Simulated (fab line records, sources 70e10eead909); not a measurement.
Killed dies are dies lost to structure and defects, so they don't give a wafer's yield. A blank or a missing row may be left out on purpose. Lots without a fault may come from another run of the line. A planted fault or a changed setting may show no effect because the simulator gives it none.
Which tool did it? | flow nand_harc | 12 lots, 36 wafers sampled, at 5 steps of a route of 1159

WHAT THE GAUGES READ, wafer by wafer
NHARC_END_SORT_01. Usual: killed_at_array 27, standard deviation 11; killed_at_other 0.7, standard deviation 1.1; killed_at_periphery 3.4, standard deviation 2.1; killed_dies 31, standard deviation 12; killed_open 3.6, standard deviation 2; killed_short 2.0, standard deviation 1.3.
lot  | measured     | on        | killed_at_array | killed_at_other | killed_at_periphery | killed_dies | killed_open | killed_short | flag
L665 | day 21 03:26 | prober-02 | 24 672 672      | 0 0 1           | 2 3 3               | 26 675 676  | 2 2 5       | 2 0 3        | OFF
L666 | day 21 18:22 | prober-02 | 673 19 11       | 0 0 0           | 3 2 3               | 676 21 14   | 4 8 1       | 2 3 3        | OFF

WHICH TOOL RAN EACH LOT (tool, then ch and the chambers of the sampled wafers, then the start)
lot  | NHARC_A_STAIRCASE_TRIM_222         | NHARC_A_STAIRCASE_TRIM_226                    | NHARC_A_STAIRCASE_ETCH_230                    | NHARC_A_STAIRCASE_ETCH_232
L657 | rie_diel-01 ch 1,2,3, day 11 14:06 | rie_diel-01 ch 0,2, no start                  | rie_diel-04 ch 1,2,3, no start                | rie_diel-04 ch 0,2,3, no start
L659 | rie_diel-02 ch 0,1,2, day 11 14:41 | rie_diel-02 ch 0,3, no start                  | rie_diel-01 ch 0,2, no start                  | rie_diel-01 ch 1,3, no start
L661 | rie_diel-01 ch 0,2, day 12 03:04   | rie_diel-01 ch 0,3, no start                  | rie_diel-04 ch 0,1,3, no start                | rie_diel-04 ch 1,2,3, no start
L663 | rie_diel-01 ch 0,1, day 12 09:38   | rie_diel-01 ch 0,1, no start                  | rie_diel-01 ch 0,1, no start                  | rie_diel-01 ch 0,2,3, no start
L665 | rie_diel-01 ch 0,2, day 13 03:11   | rie_diel-01 ch 0,2, day 21 03:26 or earlier   | rie_diel-02 ch 0,2,3, day 21 03:26 or earlier | rie_diel-02 ch 0,1,3, day 21 03:26 or earlier
L666 | rie_diel-01 ch 0,1,2, day 13 22:10 | rie_diel-01 ch 0,1,2, day 21 18:22 or earlier | rie_diel-01 ch 0,1,2, day 21 18:22 or earlier | rie_diel-01 ch 0,1,3, day 21 18:22 or earlier
L667 | rie_diel-02 ch 1,2,3, day 14 00:59 | rie_diel-02 ch 0,1,2, no start                | rie_diel-02 ch 1,2,3, no start                | rie_diel-02 ch 0,1,3, no start
L672 | rie_diel-04 ch 1,3, day 15 02:01   | rie_diel-04 ch 1,2, no start                  | rie_diel-01 ch 1,3, no start                  | rie_diel-01 ch 1,2, no start
L676 | rie_diel-02 ch 0,1,2, day 15 15:45 | rie_diel-02 ch 0,1,2, no start                | rie_diel-01 ch 0,1,3, no start                | rie_diel-01 ch 0,1,3, no start
L675 | rie_diel-04 ch 1,2,3, day 15 17:51 | rie_diel-04 ch 0,2,3, no start                | rie_diel-02 ch 0,1, no start                  | rie_diel-02 ch 0,1, no start
L677 | rie_diel-04 ch 0,2, day 16 09:21   | rie_diel-04 ch 1,2, no start                  | rie_diel-01 ch 0,1,3, no start                | rie_diel-01 ch 0,1,3, no start
L678 | rie_diel-01 ch 0,2, day 16 21:43   | rie_diel-01 ch 1,2, no start                  | rie_diel-01 ch 0,2, no start                  | rie_diel-01 ch 0,1,2, no start
- NHARC_A_STAIRCASE_TRIM_222: chemistry O2, time 211.2 s.
- NHARC_A_STAIRCASE_TRIM_226: chemistry O2, time 211.2 s.
- NHARC_A_STAIRCASE_ETCH_230: etches the open film in C4F8/O2, target depth 100 nm, time 40.5 s.
- NHARC_A_STAIRCASE_ETCH_232: etches the open film in C4F8/O2, target depth 100 nm, time 40.5 s.

WHAT THE TOOLS THEMSELVES READ (means of the sampled wafers that have a number; where no wafer has one, the mark that the record gives instead)
NHARC_A_STAIRCASE_TRIM_222. Usual: drypump_motor_current_A 5.5 A, standard deviation 0.45; oes_product_au 1.005 a.u., standard deviation 0.0088; rf_vpp_V 57.6 V, standard deviation 0.87; run_length_s 232.4 s, standard deviation 0.51; showerhead_plenum_p_Torr 3.47 Torr, standard deviation 0.14; throttle_valve_pct 17.037 %, standard deviation 0.0088.
lot  | tool        | drypump_motor_current_A (A) | oes_product_au (a.u.) | rf_vpp_V (V) | run_length_s (s) | showerhead_plenum_p_Torr (Torr) | throttle_valve_pct (%) | flag
L657 | rie_diel-01 | 5.5                         | 1.011                 | 56.9         | 232.1            | 3.44                            | 17.044                 |
L659 | rie_diel-02 | 5.6                         | 1.012                 | 57.1         | 232.5            | 3.46                            | 17.030                 |
L661 | rie_diel-01 | 6.1                         | 1.007                 | 57.0         | 232.1            | 3.39                            | 17.037                 |
L663 | rie_diel-01 | 5.2                         | 1.008                 | 57.1         | 232.4            | 3.30                            | 17.036                 |
L665 | rie_diel-01 | 6.0                         | 1.018                 | 58.4         | 176.1            | 3.34                            | 17.050                 | OFF
L666 | rie_diel-01 | 5.6                         | 0.999                 | 56.9         | 203.9            | 3.33                            | 17.032                 | OFF
L667 | rie_diel-02 | 5.4                         | 1.005                 | 57.3         | 232.5            | 3.46                            | 17.039                 |
L672 | rie_diel-04 | 5.1                         | 0.998                 | 57.3         | 232.2            | 3.47                            | 17.042                 |
L676 | rie_diel-02 | 5.6                         | 1.015                 | 58.0         | 232.5            | 3.61                            | 17.035                 |
L675 | rie_diel-04 | 5.4                         | 1.005                 | 57.6         | 232.3            | 3.46                            | 17.042                 |
L677 | rie_diel-04 | 5.7                         | 1.002                 | 57.8         | 232.6            | 3.49                            | 17.035                 |
L678 | rie_diel-01 | 6.0                         | 0.999                 | 57.6         | 232.4            | 3.33                            | 17.032                 |

NHARC_A_STAIRCASE_TRIM_226. Usual: drypump_motor_current_A 5.5 A, standard deviation 0.44; oes_product_au 1.006 a.u., standard deviation 0.01; rf_vpp_V 57.6 V, standard deviation 0.97; run_length_s 232.4 s, standard deviation 0.5; showerhead_plenum_p_Torr 3.47 Torr, standard deviation 0.13; throttle_valve_pct 17.036 %, standard deviation 0.0083.
lot  | tool        | drypump_motor_current_A (A) | oes_product_au (a.u.) | rf_vpp_V (V) | run_length_s (s) | showerhead_plenum_p_Torr (Torr) | throttle_valve_pct (%) | flag
L657 | rie_diel-01 | 6.1                         | 1.006                 | 56.7         | 232.2            | 3.39                            | 17.036                 |
L659 | rie_diel-02 | 5.6                         | 1.003                 | 58.2         | 232.6            | 3.52                            | 17.033                 |
L661 | rie_diel-01 | 5.7                         | 1.018                 | 58.0         | 232.7            | 3.40                            | 17.033                 |
L663 | rie_diel-01 | 5.2                         | 1.012                 | 56.4         | 232.4            | 3.30                            | 17.031                 |
L665 | rie_diel-01 | 6.1                         | 1.010                 | 57.0         | 232.4            | 3.39                            | 17.034                 |
L666 | rie_diel-01 | 5.6                         | 1.009                 | 57.0         | 232.1            | 3.33                            | 17.037                 |
L667 | rie_diel-02 | 5.6                         | 1.014                 | 57.9         | 232.6            | 3.45                            | 17.040                 |
L672 | rie_diel-04 | 5.3                         | 1.003                 | 57.3         | 232.4            | 3.51                            | 17.045                 |
L676 | rie_diel-02 | 5.6                         | 1.021                 | 57.5         | 232.3            | 3.61                            | 17.033                 |
L675 | rie_diel-04 | 5.6                         | 1.008                 | 58.0         | 232.6            | 3.45                            | 17.035                 |
L677 | rie_diel-04 | 5.6                         | 1.012                 | 57.7         | 233.1            | 3.49                            | 17.033                 |
L678 | rie_diel-01 | 5.7                         | 1.008                 | 57.0         | 232.2            | 3.54                            | 17.037                 |

NHARC_A_STAIRCASE_ETCH_230. Usual: oes_product_au 0.951 a.u., standard deviation 0.016; rf_fwd_power_W 592.3 W, standard deviation 2.3; rf_vpp_V 895 V, standard deviation 5.6.
lot  | tool        | oes_product_au (a.u.) | rf_fwd_power_W (W) | rf_vpp_V (V) | flag
L657 | rie_diel-04 | 0.961                 | 593.1              | 893          |
L659 | rie_diel-01 | 0.978                 | 591.4              | 892          |
L661 | rie_diel-04 | 0.936                 | 594.2              | 894          |
L663 | rie_diel-01 | 0.945                 | 592.3              | 887          |
L665 | rie_diel-02 | 0.970                 | 591.7              | 893          |
L666 | rie_diel-01 | 0.948                 | 591.1              | 888          |
L667 | rie_diel-02 | 0.952                 | 589.4              | 893          |
L672 | rie_diel-01 | 0.946                 | 592.9              | 904          |
L676 | rie_diel-01 | 0.970                 | 591.8              | 897          |
L675 | rie_diel-02 | 0.973                 | 590.3              | 895          |
L677 | rie_diel-01 | 0.937                 | 591.9              | 897          |
L678 | rie_diel-01 | 0.936                 | 593.5              | 889          |

NHARC_A_STAIRCASE_ETCH_232. Usual: oes_product_au 0.947 a.u., standard deviation 0.012; rf_fwd_power_W 591.9 W, standard deviation 2.1; rf_vpp_V 895 V, standard deviation 5.2.
lot  | tool        | oes_product_au (a.u.) | rf_fwd_power_W (W) | rf_vpp_V (V) | flag
L657 | rie_diel-04 | 0.947                 | 593.8              | 894          |
L659 | rie_diel-01 | 0.951                 | 589.8              | 894          |
L661 | rie_diel-04 | 0.939                 | 591.4              | 894          |
L663 | rie_diel-01 | 0.948                 | 591.5              | 893          |
L665 | rie_diel-02 | 0.963                 | 590.0              | 896          |
L666 | rie_diel-01 | 0.952                 | 590.6              | 890          |
L667 | rie_diel-02 | 0.950                 | 592.3              | 896          |
L672 | rie_diel-01 | 0.938                 | 591.7              | 901          |
L676 | rie_diel-01 | 0.958                 | 592.6              | 897          |
L675 | rie_diel-02 | 0.965                 | 591.0              | 896          |
L677 | rie_diel-01 | 0.944                 | 590.8              | 897          |
L678 | rie_diel-01 | 0.945                 | 591.2              | 894          |

THE ANSWER, worked out from the rows above alone
Rule: a lot is off if the mean of its wafers that have a number lies more than 3 standard deviations from the usual mean. A lot without any number at a reading at which 4 lots or more have one is off too. The other lots that the step has rows for count as sound. The gauges are gone through in route order, then the tools' own readings, and for those a lot's mean is taken as printed above. The first step at which some lot is off is used, and at that step the reading that is off furthest; a lot without a number counts as furthest.
Off: L665, L666, at NHARC_END_SORT_01 (killed_at_array). Neither off nor sound, because the step has no rows for them: L657, L659, L661, L663, L667, L672, L676, L675, L677, L678.
A tool fits if, at a process step before that reading, it ran every lot that is off, and no sound lot after the first of them. The gauges at NHARC_END_SORT_01 aren't tried: what is off there is off at NHARC_A_STAIRCASE_TRIM_222 too, on other tools, and a gauge's error can't cause that. NHARC_A_STAIRCASE_TRIM_226 gives no start for some lots, so the hours and the order of its lots are those of NHARC_END_SORT_01. NHARC_A_STAIRCASE_ETCH_230 gives no start for some lots, so the hours and the order of its lots are those of NHARC_END_SORT_01. NHARC_A_STAIRCASE_ETCH_232 gives no start for some lots, so the hours and the order of its lots are those of NHARC_END_SORT_01. One fits: rie_diel-01 at NHARC_A_STAIRCASE_TRIM_222 and NHARC_A_STAIRCASE_TRIM_226. It ran no sound lot before its first lot that is off in this sample, so the start can't be narrowed down.

WHAT THE SIMULATOR HAD PUT IN
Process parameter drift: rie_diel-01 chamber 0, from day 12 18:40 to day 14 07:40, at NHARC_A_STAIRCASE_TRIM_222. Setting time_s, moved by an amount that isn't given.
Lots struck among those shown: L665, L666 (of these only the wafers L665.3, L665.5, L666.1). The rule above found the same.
